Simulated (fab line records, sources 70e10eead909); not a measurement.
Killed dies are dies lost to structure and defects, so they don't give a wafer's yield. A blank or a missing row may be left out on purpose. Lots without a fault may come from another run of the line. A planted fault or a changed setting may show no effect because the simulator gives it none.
A struck lot beside a sound one | flow nand_harc | 17 steps out of a route of 1302
Sound: wafers L165.4, L165.5, L165.6. Struck: wafers L172.3, L172.5. (L172.6 of the same lot was not struck and is left out.) The cause comes at the end.
At each step with rows: each side's tool, then ch and its chambers, then its first start. Under that, the readings that differ: sound wafers | struck wafers | difference of the means | sigmas: that difference in standard deviations of wafers without a fault.
alike: readings whose means differ by less than 2 such deviations, and words and numbers that are the same on both sides. not compared: withheld readings, readings that some wafer has no value for, bounds like >300 that may hide the same value, and numbers for which the record gives no deviation and whose values overlap.
The two part at a step that has a row with sigmas, a row that says differs or no value, or rows on one side only. Numbers that don't overlap but have no deviation are shown without sigmas and don't part them. A reading that every wafer of one side lacks parts them only if that side has two wafers or more.

NHARC_P_M1_INSPECT_11:
  sound on defect_inspect-01, day 8 17:01; struck on defect_inspect-01, day 9 10:50
  alike: raw_defect_count
then, 2 steps without rows for these wafers: NHARC_P_M1_DESCUM_14 (chemistry O2, time 3 s); NHARC_P_M1_ETCH_35 (etches the open film in N2/H2, target depth 40 nm, overetch 12 nm, time 43.94 s).
NHARC_P_M1_ETCH_15: etches the open film in C4F8/Ar, target depth 182.5 nm, time 91.2 s.
  sound on rie_diel-01 ch 0,1,3; struck on rie_diel-05 ch 0,2
  alike: oes_product_au, rf_vpp_V
  not compared: rf_hours_counter_h
NHARC_P_M1_CD_MEAS_16:
  sound on cd_sem-02, day 8 17:23; struck on cd_sem-01, day 9 11:12
  alike: cd_nm
NHARC_P_M1_STRIP_18: strips in N2/H2.
  sound on rie_diel-01 ch 0,2,3, day 8 17:32; struck on rie_diel-01 ch 1, day 9 11:16
  alike: drypump_motor_current_A, n2_flow_sccm, oes_product_au, rf_vpp_V, showerhead_plenum_p_Torr, throttle_valve_pct
  not compared: rf_hours_counter_h
NHARC_P_M1_ETCH_28: etches the open film in CF4/N2, target depth 30 nm, time 72.99 s.
  sound on rie_diel-01 ch 1,2,3; struck on rie_diel-01 ch 3
  reading               | sound             | struck      | difference | sigmas
  oes_product_au (a.u.) | 1.028 1.039 1.019 | 0.999 1.008 | -0.025     | -2
  alike: drypump_motor_current_A, n2_flow_sccm, rf_vpp_V, showerhead_plenum_p_Torr, throttle_valve_pct
  not compared: rf_hours_counter_h
then, 2 steps without rows for these wafers: NHARC_P_M1_STRIP_19 (strips in post etch residue remover, time 600 s); NHARC_P_M1_DEGAS_29 (time 60 s).
NHARC_P_M1_PRE_CLEAN_30: time 30 s.
  sound on pvd_sputter-03; struck on pvd_sputter-01
  alike: heater_power_w
then, 2 steps without rows for these wafers: NHARC_P_M1_PVD_20 (deposits TaN, target thk 5 nm, time 8.06 s); NHARC_P_M1_PVD_21 (deposits Cu, target thk 30 nm, time 20.49 s).
NHARC_P_M1_ECD_22: material Cu, target thk 400 nm.
  sound on ecd_cu-01 ch 0,1, day 8 18:37; struck on ecd_cu-01 ch 0,1, day 9 12:25
NHARC_P_M1_ANNEAL_31: time 90 s.
  sound on rtp_anneal-02 ch 0, day 8 19:01; struck on rtp_anneal-02 ch 0, day 9 12:45
  alike: anneal_temp_c, wafer_temp_C_max
NHARC_P_M1_CMP_23: polishes, t overpolish 20 s, target thk 157.82 nm.
  sound on cmp-04 ch 1,2,3, day 8 19:17; struck on cmp-01 ch 1,3, day 9 13:05
  reading                | sound          | struck    | difference | sigmas
  time_to_endpoint_s (s) | 26.3 28.2 26.7 | 11.6 12.1 | -15.2      | -5
  alike: motor_current_A
NHARC_P_M1_THK_MEAS_24: measures by xrf.
  sound on film_metro-02, day 8 19:31; struck on film_metro-01, day 9 13:19
  alike: thk_nm
-- the record jumps here: 19 days lie between the struck wafers' starts before and after (it left off in module P_M1 and takes up again in module END, whose first step shown is number 1302 of the route) --
NHARC_END_SORT_01:
  sound on prober-01 ch 0, day 27 16:32; struck on prober-01 ch 0, day 28 07:20
  alike: defect_limited_yield, killed_at_array, killed_at_other, killed_at_periphery, killed_dies, killed_open, killed_short

WHERE THEY PART
First at NHARC_P_M1_ETCH_28; last, within this record, at NHARC_P_M1_CMP_23. Later steps at which nothing parts them and some readings are alike: NHARC_P_M1_THK_MEAS_24, NHARC_END_SORT_01.

WHY: what the simulator had put in
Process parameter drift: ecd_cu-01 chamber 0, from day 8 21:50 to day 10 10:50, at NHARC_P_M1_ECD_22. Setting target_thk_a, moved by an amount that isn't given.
